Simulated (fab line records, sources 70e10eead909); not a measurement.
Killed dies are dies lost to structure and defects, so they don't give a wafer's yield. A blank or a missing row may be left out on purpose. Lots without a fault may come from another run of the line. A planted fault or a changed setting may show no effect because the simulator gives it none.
Problem report in the 8D (eight disciplines) form, filled by code | flow nand_harc | the parts of the form that need people (team, actions taken, sign-off) are left out

1. THE PROBLEM
run_length_s at NHARC_P_M2_ETCH_15 reads a mean of 104.6 s on 2 wafers of 2 lots; wafers without a fault read 112.7 s with a standard deviation of 0.43. That is -19 standard deviations from the usual mean.
The step: etches the open film in C4F8/Ar, target depth 182.5 nm, time 91.2 s.
First seen on wafer L965.5, day 11 13:56, on rie_diel-04. The record holds 36 wafers of 12 lots with a number at this step. Rule for "out", or "out of limits": more than 4 standard deviations from the usual mean. The other wafers with a number count as sound.

2. WHAT IT IS AND WHAT IT IS NOT
question                    | is                | is not
which readings at this step | run_length_s      | oes_product_au, rf_vpp_V
which lots                  | L965, L967        | L953, L956, L957, L958, L963, L971, L972, L973, L974, L976
which wafers of those lots  | L965.5, L967.1    | L965.2, L965.6, L967.2, L967.4
read on which tools         | rie_diel-04       | rie_diel-02, rie_diel-09
when                        | from day 11 13:56 | up to then (17 sound wafers); but 17 sound wafers of L967, L971, L972, L973, L974, L976 came after

3. SUSPECTS, AND WHAT RULES EACH OUT
Counting: a tool at a process step up to the reading stays a suspect if it ran every lot that is out. Sound lots after the first of them don't rule it out here, since some wafers of a struck lot are sound.
- rtp_anneal-02 at NHARC_P_M1_ANNEAL_31 (time 90 s): kept. It ran every lot that is out, first L965 (day 11 11:24); its last sound lot up to then is L958 (day 8 05:02).
- rie_diel-04 at NHARC_P_M2_ETCH_15 (etches the open film in C4F8/Ar, target depth 182.5 nm, time 91.2 s): kept. It ran every lot that is out, first L965 (day 11 13:56); its last sound lot up to then is L963 (day 10 20:01). Its own readings are out on those wafers: run_length_s.
- Within rie_diel-04 at NHARC_P_M2_ETCH_15: the wafers that are out ran in chamber 0; their sound lot-mates ran in chambers 1, 2, 3.
Left after counting: rtp_anneal-02 at NHARC_P_M1_ANNEAL_31, rie_diel-04 at NHARC_P_M2_ETCH_15.

4. THE CAUSE (what the simulator had put in)
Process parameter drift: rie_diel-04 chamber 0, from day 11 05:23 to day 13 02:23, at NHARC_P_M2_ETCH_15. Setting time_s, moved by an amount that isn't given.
Counting left 2 suspects, and this tool is among them.

5. THE CHAIN OF EFFECTS, in route order
Each row: a reading whose mean over the struck wafers that have a number lies more than 3 standard deviations from the usual. Only readings for which the record gives a usual standard deviation are gone through. hours: the time from each lot's start at the first step in this table that gives one to its start at this step, as a median over the lots. sigmas: the change in usual standard deviations.
hours | step               | reading      | usual   | on struck wafers | change | sigmas
0     | NHARC_P_M2_ETCH_15 | run_length_s | 112.7 s | 104.6            | -8.1   | -19
The process steps in it:
- NHARC_P_M2_ETCH_15: etches the open film in C4F8/Ar, target depth 182.5 nm, time 91.2 s.
Readings that are blank on the struck wafers while sound wafers have them: bias_w at NHARC_P_M2_ETCH_15.
Later measuring or inspecting steps at which every struck wafer that the step has a row for has a number for every such reading, and none has moved that far: NHARC_END_SORT_01.

6. WHAT WOULD HAVE CAUGHT IT SOONER
In this record the first reading out of limits was taken at day 11 13:56, 9 hours after the fault began at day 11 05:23.
